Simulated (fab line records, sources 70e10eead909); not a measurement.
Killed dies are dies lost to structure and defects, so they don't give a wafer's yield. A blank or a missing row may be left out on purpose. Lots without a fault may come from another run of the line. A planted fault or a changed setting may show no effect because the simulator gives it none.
fab line records | flow nand_harc | part 2 of 2: steps 24 to 24 of 24
record lots=6 wafers=18 last_day=33
route steps=1302 shown A_M0@1166 A_M1@1169 END@1302
lots that met no fault: from a run of the same line without faults
start_h: hours from the record's first day to the start of the lot's first wafer shown | wait_h: hours since the lot's step before | " the same as in the row above | L1.1+2: a row that stands for several wafers | - no value, or no start given | * or withheld: withheld | < > ~ a bound
route shown NAME@n: a module of which the file shows steps, and the number in the route of the first | usual: mean/standard deviation of fault-free wafers | same: alike in all rows | chamber/n: place in a boat | sites: the reading at each site | _std_site: their standard deviation | _edge_site: outer sites' mean less inner sites' | radius_mm: how far each site lies from the wafer's centre | mask NAME#n: copy n | behind: the tool/chamber that last shaped the wafer | hold: why the lot was held/for how many hours/how that ended | device: the transistor (n, p or np) that didn't switch | end of line: the same wafers' tests at the end of the route | a step without rows: its recipe alone | killed: dies lost to structure and defects at the first sort, not the wafer's yield | map: a wafer's dies, x killed, . not, _ none there
set.NAME: the setting as run; set.NAME@STEP: as run at that earlier step | model.NAME: the simulator's own value behind a step, which no gauge read
lots at some steps of the route; a table a step, a row a wafer
services: from which hour (start_h, from the record's first day; less than 0 if before it) a tool's chamber was out of use, for how many hours, and why
## steps
# step NHARC_END_SORT_01
# recipe temp_c=25
# usual defect_limited_yield=92.5/2.5 killed_at_array=46/16 killed_at_other=0.9/1.3 killed_at_periphery=4.1/3 killed_dies=51/17 killed_open=3.5/1.8 killed_short=2.5/1.8 sort_bin_2_pct=2.6/1.1 sort_bin_3_pct=0.6/0.37 sort_bin_4_pct=4.4/1.4 sort_n_pass=626/17 sort_rim_yield_pct=88/4.6 sort_yield_pct=92.5/2.5
# same gross_dies=677 sort_bin_5_pct[%]=0 sort_bin_6_pct[%]=0 sort_bin_7_pct[%]=0 sort_bin_8_pct[%]=0 sort_rim_n_gross=106.00
# columns lot.wafer tool chamber start_h wait_h defect_limited_yield[%] killed_at_array killed_at_other killed_at_periphery killed_dies killed_open killed_short sort_bin_2_pct[%] sort_bin_3_pct[%] sort_bin_4_pct[%] sort_n_pass sort_rim_yield_pct[%] sort_yield_pct[%]
L449.4 prober-01 0 638.95 3.4 94.8 33 0 2 35 2 3 1.5 0 3.7 642 89 94.8
L449.5 prober-01 0 639.74 3.6 95.0 33 1 0 34 2 1 1.8 0.4 2.8 643 93 95.0
L449.6 prober-01 0 640.52 3.9 97.3 16 0 2 18 0 0 1.0 0.1 1.5 659 93 97.3
L452.4 prober-01 0 661.16 3.5 85.8 88 1 7 96 7 3 5.6 0.7 7.8 581 86 85.8
L452.5 prober-01 0 661.98 3.8 89.4 70 0 2 72 1 3 4.0 0.3 6.4 605 82 89.4
L452.6 prober-01 0 662.80 4.1 87.7 81 0 2 83 5 2 4.7 0.6 6.9 594 80 87.7
L459.1 prober-02 0 742.20 2.5 89.2 72 0 1 73 1 1 5.5 1.3 4.0 604 82 89.2
L459.3 prober-02 0 743.82 3.1 87.0 81 0 7 88 3 5 4.6 1.0 7.4 589 72 87.0
L459.4 prober-02 0 744.63 3.4 84.8 96 1 6 103 2 4 5.2 1.5 8.6 574 76 84.8
L463.1 prober-01 0 761.89 2.5 90.3 61 2 3 66 3 6 3.4 1.0 5.3 611 86 90.3
L463.4 prober-01 0 764.31 3.4 90.5 56 1 7 64 1 2 4.0 1.0 4.4 613 84 90.5
L463.5 prober-01 0 765.11 3.7 89.8 66 0 3 69 2 5 4.3 0.9 5.0 608 81 89.8
L462.2 prober-01 0 771.51 2.8 93.2 44 0 2 46 2 1 1.5 0.3 5.0 631 88 93.2
L462.3 prober-01 0 772.31 3.1 95.0 32 0 2 34 2 1 1.3 0.3 3.4 643 95 95.0
L462.5 prober-01 0 773.92 3.7 92.8 44 0 5 49 3 6 2.1 0.6 4.6 628 91 92.8
L466.3 prober-01 0 792.52 3.1 91.9 50 4 1 55 3 4 2.2 0.6 5.3 622 90 91.9
L466.4 prober-01 0 793.32 3.4 91.9 51 3 1 55 7 2 2.8 0.1 5.2 622 82 91.9
L466.6 prober-01 0 794.93 4.0 90.1 63 1 3 67 6 4 3.4 0.3 6.2 610 86 90.1
# killed by level:class
L449.4 A_CHANNEL_HOLE_D2:chamber_film_flake=9 A_CONTACT:chamber_film_flake=7 A_BLC:chamber_film_flake=6 A_ONON_D2:geometric_particle:short=2 A_ZERO_WELL:chamber_film_flake=2 A_CHANNEL_HOLE_D1:chamber_film_flake=2 A_SLIT:chamber_film_flake=2 P_GATE:geometric_particle:open=1
L449.5 A_CHANNEL_HOLE_D2:chamber_film_flake=15 A_CONTACT:chamber_film_flake=7 A_CHANNEL_HOLE_D1:chamber_film_flake=3 A_BLC:chamber_film_flake=3 A_ONON_D2:geometric_particle:open=1 A_WL_FILL:geometric_particle:open=1 A_WL_FILL:geometric_particle:short=1 A_ZERO_WELL:chamber_film_flake=1
L449.6 A_CHANNEL_HOLE_D2:chamber_film_flake=7 A_CONTACT:chamber_film_flake=3 P_ZERO_WELL:chamber_film_flake=2 A_BLC:chamber_film_flake=2 A_ZERO_WELL:chamber_film_flake=1 A_CHANNEL_HOLE_D1:chamber_film_flake=1 A_CHANNEL_FILL_D2:chamber_film_flake=1 A_STAIRCASE:chamber_film_flake=1
L452.4 A_CHANNEL_HOLE_D1:chamber_film_flake=37 A_SLIT:chamber_film_flake=36 P_GATE:chamber_film_flake=4 A_CHANNEL_HOLE_D2:chamber_film_flake=4 A_CONTACT:chamber_film_flake=2 P_CONTACT:geometric_particle:open=1 P_M0:geometric_particle:open=1 A_SOURCE_PLATE:geometric_particle:short=1
L452.5 A_SLIT:chamber_film_flake=29 A_CHANNEL_HOLE_D1:chamber_film_flake=18 A_CHANNEL_HOLE_D2:chamber_film_flake=12 A_CONTACT:chamber_film_flake=6 P_GATE:geometric_particle:open=1 A_ONON_D1:geometric_particle:short=1 A_CHANNEL_FILL_D2:geometric_particle:short=1 A_WL_FILL:geometric_particle:short=1
L452.6 A_CHANNEL_HOLE_D1:chamber_film_flake=33 A_SLIT:chamber_film_flake=21 A_CHANNEL_HOLE_D2:chamber_film_flake=16 A_CONTACT:chamber_film_flake=3 A_M0:geometric_particle:open=2 A_ONON_D1:geometric_particle:short=1 A_CHANNEL_FILL_D2:geometric_particle:short=1 A_WL_FILL:geometric_particle:open=1
L459.1 A_SLIT:chamber_film_flake=21 A_CHANNEL_HOLE_D1:chamber_film_flake=19 A_CHANNEL_HOLE_D2:chamber_film_flake=18 A_STAIRCASE:chamber_film_flake=4 A_CONTACT:chamber_film_flake=4 A_WL_FILL:chamber_film_flake=2 A_CHANNEL_FILL_D1:geometric_particle:short=1 A_M1:geometric_particle:open=1
L459.3 A_SLIT:chamber_film_flake=27 A_CHANNEL_HOLE_D1:chamber_film_flake=21 A_CHANNEL_HOLE_D2:chamber_film_flake=15 P_GATE:chamber_film_flake=4 A_WL_FILL:chamber_film_flake=4 A_CONTACT:chamber_film_flake=3 A_STAIRCASE:chamber_film_flake=2 P_GATE:geometric_particle:short=1
L459.4 A_CHANNEL_HOLE_D1:chamber_film_flake=30 A_CHANNEL_HOLE_D2:chamber_film_flake=28 A_SLIT:chamber_film_flake=19 A_CONTACT:chamber_film_flake=8 A_STAIRCASE:chamber_film_flake=5 P_GATE:chamber_film_flake=3 P_M0:geometric_particle:open=1 P_M0:geometric_particle:short=1
L463.1 A_SLIT:chamber_film_flake=31 A_CHANNEL_HOLE_D2:chamber_film_flake=18 A_CHANNEL_HOLE_D1:chamber_film_flake=4 THIN_TSV:chamber_film_flake=2 P_CONTACT:geometric_particle:open=1 P_M1:geometric_particle:open=1 A_SOURCE_PLATE:geometric_particle:short=1 A_CHANNEL_FILL_D1:geometric_particle:short=1
L463.4 A_CHANNEL_HOLE_D2:chamber_film_flake=25 A_SLIT:chamber_film_flake=17 A_CHANNEL_HOLE_D1:chamber_film_flake=8 P_GATE:chamber_film_flake=3 A_STAIRCASE:chamber_film_flake=3 P_STI:chamber_film_flake=2 P_ZERO_WELL:geometric_particle:short=1 A_SOURCE_PLATE:geometric_particle:open=1
L463.5 A_SLIT:chamber_film_flake=27 A_CHANNEL_HOLE_D2:chamber_film_flake=18 A_CHANNEL_HOLE_D1:chamber_film_flake=12 A_ONON_D2:geometric_particle:short=2 P_ZERO_WELL:chamber_film_flake=2 A_SOURCE_PLATE:geometric_particle:short=1 A_ONON_D1:geometric_particle:short=1 A_DECK1_JOINT:geometric_particle:open=1
L462.2 A_CONTACT:chamber_film_flake=14 A_CHANNEL_HOLE_D1:chamber_film_flake=11 A_SLIT:chamber_film_flake=6 A_STAIRCASE:chamber_film_flake=5 A_BLC:geometric_particle:open=2 A_ONON_D1:geometric_particle:short=1 P_CONTACT:chamber_film_flake=1 P_GATE:chamber_film_flake=1
L462.3 A_CHANNEL_HOLE_D1:chamber_film_flake=15 A_CONTACT:chamber_film_flake=6 A_SLIT:chamber_film_flake=5 A_SGD_CUT:geometric_particle:open=1 A_WL_FILL:geometric_particle:short=1 A_WL_FILL:geometric_particle:open=1 P_ZERO_WELL:chamber_film_flake=1 P_CONTACT:chamber_film_flake=1
L462.5 A_CONTACT:chamber_film_flake=13 A_CHANNEL_HOLE_D1:chamber_film_flake=9 A_SLIT:chamber_film_flake=6 A_WL_FILL:geometric_particle:short=3 P_GATE:chamber_film_flake=3 A_ZERO_WELL:chamber_film_flake=2 A_CHANNEL_HOLE_D2:chamber_film_flake=2 A_CHANNEL_FILL_D2:chamber_film_flake=2
L466.3 A_CHANNEL_HOLE_D2:chamber_film_flake=21 A_SLIT:chamber_film_flake=12 A_STAIRCASE:chamber_film_flake=8 A_CONTACT:chamber_film_flake=3 THIN_TSV:chamber_film_flake=3 P_CONTACT:geometric_particle:open=1 A_ONON_D1:geometric_particle:open=1 A_ONON_D2:geometric_particle:short=1
L466.4 A_CHANNEL_HOLE_D2:chamber_film_flake=16 A_STAIRCASE:chamber_film_flake=7 A_SLIT:chamber_film_flake=7 A_CONTACT:chamber_film_flake=7 A_ONON_D2:geometric_particle:open=2 A_CHANNEL_HOLE_D2:geometric_particle:open=2 A_CHANNEL_HOLE_D1:chamber_film_flake=2 THIN_TSV:chamber_film_flake=2
L466.6 A_CHANNEL_HOLE_D2:chamber_film_flake=21 A_SLIT:chamber_film_flake=16 A_CONTACT:chamber_film_flake=8 A_STAIRCASE:chamber_film_flake=4 A_SGD_CUT:chamber_film_flake=4 A_DECK1_JOINT:geometric_particle:open=2 A_WL_FILL:geometric_particle:open=2 P_M1:geometric_particle:short=1
## services
# columns tool chamber start_h hours kind
rie_diel-03 0 590.07 - clean
rie_diel-03 1 590.07 - clean
rie_diel-03 2 590.07 - clean
rie_diel-03 3 590.07 - clean
rie_diel-03 0 614.64 - clean
rie_diel-12 0 619.64 9.3 repair
rie_diel-12 - 622.52 9.0 pm
pecvd-04 - 631.13 13.0 pm
rie_diel-03 - 635.30 9.0 pm
rie_diel-12 - 640.02 0.8 repair
rie_diel-06 - 661.20 9.0 pm
pecvd-03 - 665.23 0.6 repair
rie_diel-06 - 672.38 3.3 repair
pecvd-01 - 673.33 13.0 pm
rie_diel-03 0 673.36 3.5 repair
litho_track-01 - 680.00 7.0 pm
litho_track-06 - 704.00 7.0 pm
pecvd-03 - 717.71 3.2 repair
rie_diel-03 0 719.12 2.7 repair
litho_track-04 - 728.00 7.0 pm
pecvd-03 - 728.59 13.0 pm
rie_diel-03 1 737.62 4.8 repair
rie_diel-12 2 749.76 12.7 repair
pecvd-04 0 750.67 2.7 repair
